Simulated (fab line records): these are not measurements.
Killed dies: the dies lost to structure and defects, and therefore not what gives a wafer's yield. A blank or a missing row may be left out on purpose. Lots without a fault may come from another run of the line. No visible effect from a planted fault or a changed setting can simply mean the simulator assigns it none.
Chamber matching || flow nandHarc || NHARC_HYBRID_BOND_ACTIVATE_00 on rieDiel-04: 4 sister chambers
The step chemistry N2, time 60 s. 4 wafers are shown with their chamber, then 7 later ones without.

WAFERS, EACH WITH ITS CHAMBER
{"wafer": "L419.2", "chamber": 0, "drypumpMotorCurrentA (A)": 5.4}
{"wafer": "L422.5", "chamber": 2, "drypumpMotorCurrentA (A)": 5.3}
{"wafer": "L430.1", "chamber": 3, "drypumpMotorCurrentA (A)": 6.5}
{"wafer": "L430.5", "chamber": 1, "drypumpMotorCurrentA (A)": 5.3}

WAFERS WITHOUT THEIR CHAMBER
{"wafer": "L430.6", "drypumpMotorCurrentA (A)": 5.3}
{"wafer": "L437.1", "drypumpMotorCurrentA (A)": 6.5}
{"wafer": "L437.4", "drypumpMotorCurrentA (A)": 5.3}
{"wafer": "L437.6", "drypumpMotorCurrentA (A)": 5.4}
{"wafer": "L441.1", "drypumpMotorCurrentA (A)": 5.2}
{"wafer": "L441.2", "drypumpMotorCurrentA (A)": 6.5}
{"wafer": "L441.3", "drypumpMotorCurrentA (A)": 5.3}

WHICH CHAMBER EACH ONE RAN IN
{"wafer": "L430.6", "from the rows above": "can't be placed: 1 or 2", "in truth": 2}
{"wafer": "L437.1", "from the rows above": 3, "in truth": 3}
{"wafer": "L437.4", "from the rows above": "can't be placed: 1 or 2", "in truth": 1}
{"wafer": "L437.6", "from the rows above": 0, "in truth": 0}
{"wafer": "L441.1", "from the rows above": "can't be placed: 1 or 2", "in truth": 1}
{"wafer": "L441.2", "from the rows above": 3, "in truth": 3}
{"wafer": "L441.3", "from the rows above": "can't be placed: 1 or 2", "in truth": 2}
Placed correctly: 3 of 7. Cannot be placed on the basis of these rows: 4; the candidates contain the true chamber in 4. Placed wrongly: 0.
How it was worked out, from the rows above alone: a wafer's distance from a chamber is the root of the sum, over the readings, of the square of ((its reading less the chamber's mean) divided by the reading's scatter). If the next closest chamber is less than 2 further off than the closest, the wafer can't be placed; otherwise it belongs to the closest. A chamber's mean is the mean of its shown wafers. The scatter: with one shown wafer a chamber, the root of the mean of the squares of how far each hidden wafer lies from its nearest shown one.
